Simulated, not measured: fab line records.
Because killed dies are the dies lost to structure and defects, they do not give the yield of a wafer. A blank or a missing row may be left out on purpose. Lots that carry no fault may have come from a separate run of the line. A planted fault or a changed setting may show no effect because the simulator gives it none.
Which of the tools did it? + flow n5_finfet + 9 lots, 27 wafers sampled, at 7 steps of a route of 1938

WHAT THE GAUGES SHOWED, per wafer
N5_BEOL_M4_RC_MEAS_101. Usual: DIBL_N 37.5 mV/V, standard deviation 2.5; DIBL_P 38 mV/V, standard deviation 3.1; IOFF_N 0.19 nA/um, standard deviation 0.059; IOFF_P 0.24 nA/um, standard deviation 0.061; ION_N 679 uA/um, standard deviation 16; ION_P 465 uA/um, standard deviation 9.8; SS_N 72.0 mV/dec, standard deviation 0.8; SS_P 73.7 mV/dec, standard deviation 0.86; VT_N 248 mV, standard deviation 4.5; VT_P -249 mV, standard deviation 3.5.
| lot  | measured     | on        | DIBL_N (mV/V)  | DIBL_P (mV/V) | IOFF_N (nA/um) | IOFF_P (nA/um) | ION_N (uA/um) | ION_P (uA/um) | SS_N (mV/dec)  | SS_P (mV/dec)  | VT_N (mV)   | VT_P (mV)      | flag |
|------|--------------|-----------|----------------|---------------|----------------|----------------|---------------|---------------|----------------|----------------|-------------|----------------|------|
| L769 | day 8 20:26  | prober-01 | 35.7 33.3 37.1 | 36 34 38      | 0.15 0.11 0.18 | 0.19 0.17 0.24 | 673 651 669   | 458 455 461   | 71.9 70.6 71.6 | 72.4 71.8 73.8 | 253 255 248 | -250 -253 -249 |      |
| L771 | day 8 23:56  | prober-02 | 31.0 33.5 33.7 | 28 33 35      | 0.08 0.12 0.13 | 0.12 0.18 0.19 | 644 679 672   | 452 467 462   | 70.6 69.8 70.2 | 70.8 72.5 73.0 | 259 253 250 | -255 -251 -250 |      |
| L772 | day 9 23:35  | prober-01 | 33.7 37.1 41.1 | 34 39 44      | 0.12 0.18 0.31 | 0.17 0.23 0.34 | 662 677 705   | 453 464 477   | 71.2 71.8 73.1 | 72.9 73.8 75.8 | 255 249 244 | -252 -246 -245 |      |
| L776 | day 11 11:34 | prober-01 | 39.7 33.7 36.6 | 42 34 38      | 0.30 0.13 0.21 | 0.37 0.19 0.29 | 716 670 701   | 484 461 486   | 72.8 72.0 71.9 | 74.3 72.9 74.4 | 239 252 241 | -239 -251 -244 |      |
| L778 | day 11 13:14 | prober-02 | 35.6 34.5 37.2 | 35 34 38      | 0.15 0.14 0.18 | 0.17 0.17 0.22 | 660 672 678   | 448 453 450   | 71.4 71.0 71.9 | 73.2 72.5 73.9 | 250 248 246 | -255 -255 -250 |      |
| L779 | day 11 17:02 | prober-02 | 37.5 36.4 36.5 | 37 34 35      | 0.20 0.16 0.18 | 0.30 0.23 0.26 | 706 689 684   | 489 470 479   | 70.9 72.0 71.7 | 73.4 72.9 72.7 | 242 249 249 | -244 -248 -244 |      |
| L785 | day 13 00:09 | prober-02 | 37.6 35.7 37.4 | 37 34 36      | 0.19 0.16 0.20 | 0.24 0.21 0.24 | 683 667 685   | 463 462 466   | 72.1 71.5 72.0 | 73.9 73.3 73.8 | 249 249 244 | -249 -250 -250 |      |
| L786 | day 13 22:40 | prober-02 | 40.5 38.6 39.9 | 38 36 38      | 0.23 0.17 0.21 | 0.26 0.22 0.25 | 684 662 687   | 465 460 466   | 72.7 73.0 71.8 | 73.8 73.4 74.0 | 246 250 250 | -249 -249 -248 |      |
| L789 | day 14 05:08 | prober-02 | 36.5 36.5 36.0 | 37 39 37      | 0.18 0.19 0.15 | 0.22 0.27 0.20 | 681 690 677   | 462 476 461   | 72.6 72.7 72.3 | 73.0 74.0 73.7 | 250 247 253 | -249 -247 -253 |      |

N5_BEOL_M11_CD_MEAS_11 targets a cd of 64.1 nm. Usual: 63.6 nm for cd_nm, sd 0.78.
| lot  | measured     | on        | cd_nm (nm)     | flag |
|------|--------------|-----------|----------------|------|
| L769 | day 11 03:13 | cd_sem-02 | 63.4 63.4 62.8 |      |
| L771 | day 12 00:29 | cd_sem-03 | 64.3 64.1 63.1 |      |
| L772 | day 12 08:16 | cd_sem-01 | 63.4 64.1 64.3 |      |
| L776 | day 14 05:36 | cd_sem-01 | 62.4 63.9 63.7 |      |
| L778 | day 14 05:24 | cd_sem-01 | 64.7 62.9 64.5 |      |
| L779 | day 14 05:26 | cd_sem-02 | 62.7 62.7 63.1 |      |
| L785 | day 15 18:40 | cd_sem-02 | 62.5 63.0 62.0 |      |
| L786 | day 16 12:28 | cd_sem-02 | 63.7 62.4 63.4 |      |
| L789 | day 16 20:23 | cd_sem-03 | 64.1 64.4 64.1 |      |

N5_BEOL_M11_CD_MEAS_18: pitch 140 nm, target cd 70 nm. Usual: 69.7 nm for cd_nm, sd 0.91.
| lot  | measured     | on        | cd_nm (nm)     | flag |
|------|--------------|-----------|----------------|------|
| L769 | day 11 03:52 | cd_sem-01 | 68.1 69.9 68.1 |      |
| L771 | day 12 01:02 | cd_sem-03 | 70.3 70.8 69.0 |      |
| L772 | day 12 08:49 | cd_sem-01 | 70.5 69.9 70.3 |      |
| L776 | day 14 06:13 | cd_sem-02 | 68.4 69.9 70.3 |      |
| L778 | day 14 06:11 | cd_sem-03 | 70.4 69.4 70.9 |      |
| L779 | day 14 06:17 | cd_sem-01 | 68.8 69.2 68.5 |      |
| L785 | day 15 19:43 | cd_sem-03 | 68.2 68.9 67.9 |      |
| L786 | day 16 13:14 | cd_sem-02 | 68.9 69.1 69.4 |      |
| L789 | day 16 20:56 | cd_sem-03 | 69.8 70.1 69.5 |      |

N5_BEOL_M11_OCD_MEAS_38. Usual: 149 nm for trench_depth_nm, sd 3.3.
| lot  | measured     | on     | trench_depth_nm (nm) | flag |
|------|--------------|--------|----------------------|------|
| L769 | day 11 06:55 | ocd-01 | 149 151 152          |      |
| L771 | day 12 02:11 | ocd-01 | 153 154 152          |      |
| L772 | day 12 12:40 | ocd-01 | 146 147 144          |      |
| L776 | day 14 11:17 | ocd-02 | - - -                | OFF  |
| L778 | day 14 16:56 | ocd-02 | - - -                | OFF  |
| L779 | day 14 11:46 | ocd-02 | - - -                | OFF  |
| L785 | day 15 20:45 | ocd-02 | 148 151 152          |      |
| L786 | day 16 14:20 | ocd-01 | 151 148 151          |      |
| L789 | day 16 22:44 | ocd-01 | 151 154 151          |      |

TOOL THAT RAN EACH LOT (tool first, then ch and the chambers of the sampled wafers, then the start)
| lot  | N5_BEOL_M11_ILD_DEP_00          | N5_BEOL_M11_STRIP_67               | N5_BEOL_M11_VIA_ETCH_34            |
|------|---------------------------------|------------------------------------|------------------------------------|
| L769 | pecvd-01 ch 1,2, day 11 00:53   | rie_diel-04 ch 1,2,3, day 11 03:35 | rie_diel-06 ch 1,3, day 11 06:38   |
| L771 | pecvd-02 ch 0,2, day 11 21:05   | rie_diel-02 ch 0,1,3, day 12 00:49 | rie_diel-06 ch 0,1,2, day 12 01:54 |
| L772 | pecvd-02 ch 1,2, day 12 02:31   | rie_diel-04 ch 0,1, day 12 08:35   | rie_diel-04 ch 0,3, day 12 12:22   |
| L776 | pecvd-01 ch 0,1,2, day 14 03:07 | rie_diel-06 ch 0,1,2, day 14 06:00 | rie_diel-02 ch 1,2,3, day 14 11:01 |
| L778 | pecvd-02 ch 0,1,2, day 14 02:23 | rie_diel-02 ch 0,1,2, day 14 05:58 | rie_diel-02 ch 1,2,3, day 14 16:39 |
| L779 | pecvd-01 ch 0,2, day 14 02:55   | rie_diel-04 ch 0,1,3, day 14 05:58 | rie_diel-06 ch 2,3, day 14 11:29   |
| L785 | pecvd-03 ch 0,1, day 15 17:07   | rie_diel-06 ch 0,1, day 15 19:21   | rie_diel-02 ch 1,2,3, day 15 20:28 |
| L786 | pecvd-02 ch 0,1,2, day 16 09:35 | rie_diel-02 ch 1,3, day 16 13:00   | rie_diel-06 ch 2,3, day 16 14:03   |
| L789 | pecvd-03 ch 0,1, day 16 19:17   | rie_diel-04 ch 1,2, day 16 20:43   | rie_diel-06 ch 1,2, day 16 22:27   |
- N5_BEOL_M11_ILD_DEP_00: deposits SiCOH lowk from DEMS/porogen, target thk 308.51 nm, time 58 s.
- N5_BEOL_M11_STRIP_67: strips in CF4.
- N5_BEOL_M11_VIA_ETCH_34: etches SiCOH lowk in C4F6/O2, target depth 184.5 nm, time 69.2 s.

AS READ BY THE TOOLS THEMSELVES (means over the sampled wafers that have a number; for cases with no such wafer, the mark the record gives instead)
N5_BEOL_M11_ILD_DEP_00. Usual: heater_power_w 319 W, standard deviation 63; showerhead_plenum_p_Torr 5.740 Torr, standard deviation 0.014; susceptor_temp_C 300.06 C, standard deviation 0.2; throttle_valve_pct 14.0 %, standard deviation 0.79.
| lot  | tool     | heater_power_w (W) | showerhead_plenum_p_Torr (Torr) | susceptor_temp_C (C) | throttle_valve_pct (%) | flag |
|------|----------|--------------------|---------------------------------|----------------------|------------------------|------|
| L769 | pecvd-01 | 252                | 5.752                           | 300.02               | 14.0                   |      |
| L771 | pecvd-02 | 320                | 5.749                           | 299.97               | 13.7                   |      |
| L772 | pecvd-02 | 296                | 5.735                           | 300.05               | 14.1                   |      |
| L776 | pecvd-01 | 275                | 5.740                           | 300.06               | 13.4                   |      |
| L778 | pecvd-02 | 292                | 5.740                           | 300.01               | 14.2                   |      |
| L779 | pecvd-01 | 302                | 5.735                           | 300.18               | 12.6                   |      |
| L785 | pecvd-03 | 439                | 5.737                           | 299.85               | 14.2                   |      |
| L786 | pecvd-02 | 312                | 5.736                           | 300.08               | 14.4                   |      |
| L789 | pecvd-03 | 442                | 5.742                           | 300.11               | 14.1                   |      |

N5_BEOL_M11_STRIP_67. Usual: bias_power_w 75.05 W, standard deviation 0.24; cf4_flow_sccm 150.0 sccm, standard deviation 0.47; drypump_motor_current_A 5.5 A, standard deviation 0.36; oes_product_au 0.79 a.u., standard deviation 0.082; power_w 300.2 W, standard deviation 0.93; rf_vpp_V 271.2 V, standard deviation 1.6; showerhead_plenum_p_Torr 1.79 Torr, standard deviation 0.056; throttle_valve_pct 13.62 %, standard deviation 0.23.
| lot  | tool        | bias_power_w (W) | cf4_flow_sccm (sccm) | drypump_motor_current_A (A) | oes_product_au (a.u.) | power_w (W) | rf_vpp_V (V) | showerhead_plenum_p_Torr (Torr) | throttle_valve_pct (%) | flag |
|------|-------------|------------------|----------------------|-----------------------------|-----------------------|-------------|--------------|---------------------------------|------------------------|------|
| L769 | rie_diel-04 | 74.87            | 149.9                | 5.4                         | 0.70                  | 300.0       | 270.5        | 1.78                            | 13.81                  |      |
| L771 | rie_diel-02 | 75.47            | 150.4                | 5.5                         | 0.84                  | 300.6       | 272.0        | 1.82                            | 13.71                  |      |
| L772 | rie_diel-04 | 75.00            | 150.0                | 5.2                         | 0.93                  | 300.6       | 270.7        | 1.76                            | 13.38                  |      |
| L776 | rie_diel-06 | -                | -                    | -                           | -                     | -           | -            | -                               | -                      | OFF  |
| L778 | rie_diel-02 | -                | -                    | -                           | -                     | -           | -            | -                               | -                      | OFF  |
| L779 | rie_diel-04 | -                | -                    | -                           | -                     | -           | -            | -                               | -                      | OFF  |
| L785 | rie_diel-06 | 75.21            | 150.0                | 5.5                         | 0.76                  | 299.6       | 270.7        | 1.77                            | 13.79                  |      |
| L786 | rie_diel-02 | 75.04            | 149.4                | 5.8                         | 0.86                  | 300.5       | 272.7        | 1.85                            | 13.71                  |      |
| L789 | rie_diel-04 | 75.01            | 149.6                | 5.2                         | 0.82                  | 300.1       | 270.4        | 1.74                            | 13.52                  |      |

N5_BEOL_M11_VIA_ETCH_34. Usual: drypump_motor_current_A 5.6 A, standard deviation 0.37; oes_product_au 0.79 a.u., standard deviation 0.083; rf_vpp_V 677 V, standard deviation 20; showerhead_plenum_p_Torr 2.85 Torr, standard deviation 0.087; throttle_valve_pct 20.94 %, standard deviation 0.18.
| lot  | tool        | drypump_motor_current_A (A) | oes_product_au (a.u.) | rf_vpp_V (V) | showerhead_plenum_p_Torr (Torr) | throttle_valve_pct (%) | flag |
|------|-------------|-----------------------------|-----------------------|--------------|---------------------------------|------------------------|------|
| L769 | rie_diel-06 | 5.3                         | 0.83                  | 683          | 2.86                            | 21.04                  |      |
| L771 | rie_diel-06 | 5.7                         | 0.78                  | 668          | 2.85                            | 21.02                  |      |
| L772 | rie_diel-04 | 5.5                         | 0.74                  | 666          | 2.88                            | 21.00                  |      |
| L776 | rie_diel-02 | 5.8                         | 0.29                  | 678          | 2.85                            | 20.76                  | OFF  |
| L778 | rie_diel-02 | 5.8                         | 0.30                  | 677          | 2.84                            | 20.75                  | OFF  |
| L779 | rie_diel-06 | 5.5                         | 0.30                  | 694          | 2.93                            | 20.57                  | OFF  |
| L785 | rie_diel-02 | 5.8                         | 0.88                  | 678          | 2.84                            | 20.81                  |      |
| L786 | rie_diel-06 | 5.8                         | 0.76                  | 684          | 2.86                            | 20.75                  |      |
| L789 | rie_diel-06 | 5.9                         | 0.75                  | 674          | 2.78                            | 20.93                  |      |

THE ANSWER, worked out from the rows above alone
Rule: a lot is off if the mean of its wafers that have a number lies more than 3 standard deviations from the usual mean. Also off: a lot with no number at a reading for which 4 or more lots have one. Any other lot the step has rows for is counted as sound. Order of review: gauges by route order, followed by the tools' own readings, for which a lot's mean as printed above is used. The first step at which some lot is off is used, and at that step the reading that is off furthest; a lot without a number counts as furthest.
Off, at N5_BEOL_M11_OCD_MEAS_38 on trench_depth_nm: L776, L778, L779. Without a number there: L776, L778, L779.
A tool fits if, at a process step before that reading, it ran every lot that is off, and no sound lot after the first of them. Not tried: the gauges at N5_BEOL_M11_OCD_MEAS_38; whatever is off there is also off at N5_BEOL_M11_STRIP_67, on other tools, and gauge error can't account for it. No candidate that was tried fits.

WHAT THE SIMULATOR HAD PUT IN
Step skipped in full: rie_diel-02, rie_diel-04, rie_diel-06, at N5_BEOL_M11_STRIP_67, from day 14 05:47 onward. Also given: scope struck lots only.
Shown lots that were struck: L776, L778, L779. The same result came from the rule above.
